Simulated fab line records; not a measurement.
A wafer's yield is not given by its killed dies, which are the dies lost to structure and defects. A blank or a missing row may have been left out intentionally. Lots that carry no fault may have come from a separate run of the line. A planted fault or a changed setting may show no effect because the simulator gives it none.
Chamber matching :: flow n5 finfet :: 4 sister chambers for N5_SD_EPI_N_ETCHBACK_44 on rie diel-04
The step etches SiNx in CH3F/O2, stops on SiO2, target depth 14.5 nm. 18 wafers are shown with their chamber, then 9 later ones without.

WAFERS PAIRED WITH THEIR CHAMBERS
wafer: L076.1
chamber: 3
showerhead plenum p Torr (Torr): 1.99
oes product au (a.u.): 0.65
throttle valve pct (%): 16.18

wafer: L076.5
chamber: 3
showerhead plenum p Torr (Torr): 1.99
oes product au (a.u.): 0.65
throttle valve pct (%): 16.18

wafer: L076.6
chamber: 2
showerhead plenum p Torr (Torr): 1.96
oes product au (a.u.): 0.81
throttle valve pct (%): 16.36

wafer: L082.1
chamber: 3
showerhead plenum p Torr (Torr): 1.98
oes product au (a.u.): 0.64
throttle valve pct (%): 16.20

wafer: L082.2
chamber: 2
showerhead plenum p Torr (Torr): 1.96
oes product au (a.u.): 0.78
throttle valve pct (%): 16.39

wafer: L082.6
chamber: 2
showerhead plenum p Torr (Torr): 1.96
oes product au (a.u.): 0.77
throttle valve pct (%): 16.40

wafer: L084.1
chamber: 1
showerhead plenum p Torr (Torr): 1.90
oes product au (a.u.): 0.63
throttle valve pct (%): 16.19

wafer: L084.2
chamber: 0
showerhead plenum p Torr (Torr): 2.13
oes product au (a.u.): 0.79
throttle valve pct (%): 16.01

wafer: L084.5
chamber: 3
showerhead plenum p Torr (Torr): 1.98
oes product au (a.u.): 0.64
throttle valve pct (%): 16.22

wafer: L086.1
chamber: 1
showerhead plenum p Torr (Torr): 1.90
oes product au (a.u.): 0.64
throttle valve pct (%): 16.22

wafer: L086.4
chamber: 0
showerhead plenum p Torr (Torr): 2.13
oes product au (a.u.): 0.79
throttle valve pct (%): 16.02

wafer: L086.5
chamber: 1
showerhead plenum p Torr (Torr): 1.90
oes product au (a.u.): 0.63
throttle valve pct (%): 16.22

wafer: L090.1
chamber: 1
showerhead plenum p Torr (Torr): 1.90
oes product au (a.u.): 0.63
throttle valve pct (%): 16.21

wafer: L090.4
chamber: 3
showerhead plenum p Torr (Torr): 1.98
oes product au (a.u.): 0.63
throttle valve pct (%): 16.24

wafer: L090.5
chamber: 1
showerhead plenum p Torr (Torr): 1.90
oes product au (a.u.): 0.63
throttle valve pct (%): 16.22

wafer: L091.3
chamber: 2
showerhead plenum p Torr (Torr): 1.95
oes product au (a.u.): 0.75
throttle valve pct (%): 16.43

wafer: L091.4
chamber: 3
showerhead plenum p Torr (Torr): 1.98
oes product au (a.u.): 0.63
throttle valve pct (%): 16.24

wafer: L091.5
chamber: 3
showerhead plenum p Torr (Torr): 1.98
oes product au (a.u.): 0.63
throttle valve pct (%): 16.24

SIGNATURES, as means of the wafers listed above
reading: showerhead plenum p Torr
chamber 0: 2.1300
chamber 1: 1.9000
chamber 2: 1.9575
chamber 3: 1.9829
scatter within a chamber: 0.00394

reading: oes product au
chamber 0: 0.7900
chamber 1: 0.6320
chamber 2: 0.7775
chamber 3: 0.6386
scatter within a chamber: 0.0132

reading: throttle valve pct
chamber 0: 16.0150
chamber 1: 16.2120
chamber 2: 16.3950
chamber 3: 16.2143
scatter within a chamber: 0.0236
Rule: distance of a wafer from a chamber = root of the sum over the readings of ((wafer's reading minus chamber's mean) / reading's scatter) squared. If the next closest chamber is less than 2 further off than the closest, the wafer can't be placed; otherwise it belongs to the closest. The scatter: the root of (the sum of the squares of (reading less its chamber's mean) over the shown wafers, divided by (wafers less chambers)).

WAFERS WHOSE CHAMBER IS MISSING
wafer: L094.1
showerhead plenum p Torr (Torr): 2.12
oes product au (a.u.): 0.76
throttle valve pct (%): 16.04

wafer: L094.2
showerhead plenum p Torr (Torr): 1.98
oes product au (a.u.): 0.63
throttle valve pct (%): 16.24

wafer: L094.4
showerhead plenum p Torr (Torr): 1.90
oes product au (a.u.): 0.62
throttle valve pct (%): 16.24

wafer: L095.2
showerhead plenum p Torr (Torr): 1.95
oes product au (a.u.): 0.73
throttle valve pct (%): 16.43

wafer: L095.5
showerhead plenum p Torr (Torr): 2.12
oes product au (a.u.): 0.76
throttle valve pct (%): 16.06

wafer: L095.6
showerhead plenum p Torr (Torr): 1.98
oes product au (a.u.): 0.62
throttle valve pct (%): 16.25

wafer: L096.1
showerhead plenum p Torr (Torr): 2.12
oes product au (a.u.): 0.76
throttle valve pct (%): 16.04

wafer: L096.2
showerhead plenum p Torr (Torr): 1.90
oes product au (a.u.): 0.62
throttle valve pct (%): 16.24

wafer: L096.3
showerhead plenum p Torr (Torr): 1.98
oes product au (a.u.): 0.62
throttle valve pct (%): 16.27

WHICH CHAMBER EACH ONE RAN IN
wafer: L094.1
from the rows above: 0
in truth: 0

wafer: L094.2
from the rows above: 3
in truth: 3

wafer: L094.4
from the rows above: 1
in truth: 1

wafer: L095.2
from the rows above: 2
in truth: 2

wafer: L095.5
from the rows above: 0
in truth: 0

wafer: L095.6
from the rows above: 3
in truth: 3

wafer: L096.1
from the rows above: 0
in truth: 0

wafer: L096.2
from the rows above: 1
in truth: 1

wafer: L096.3
from the rows above: 3
in truth: 3
Correctly placed: 9 of 9. Number that these rows cannot place: 0. Number placed wrongly: 0.
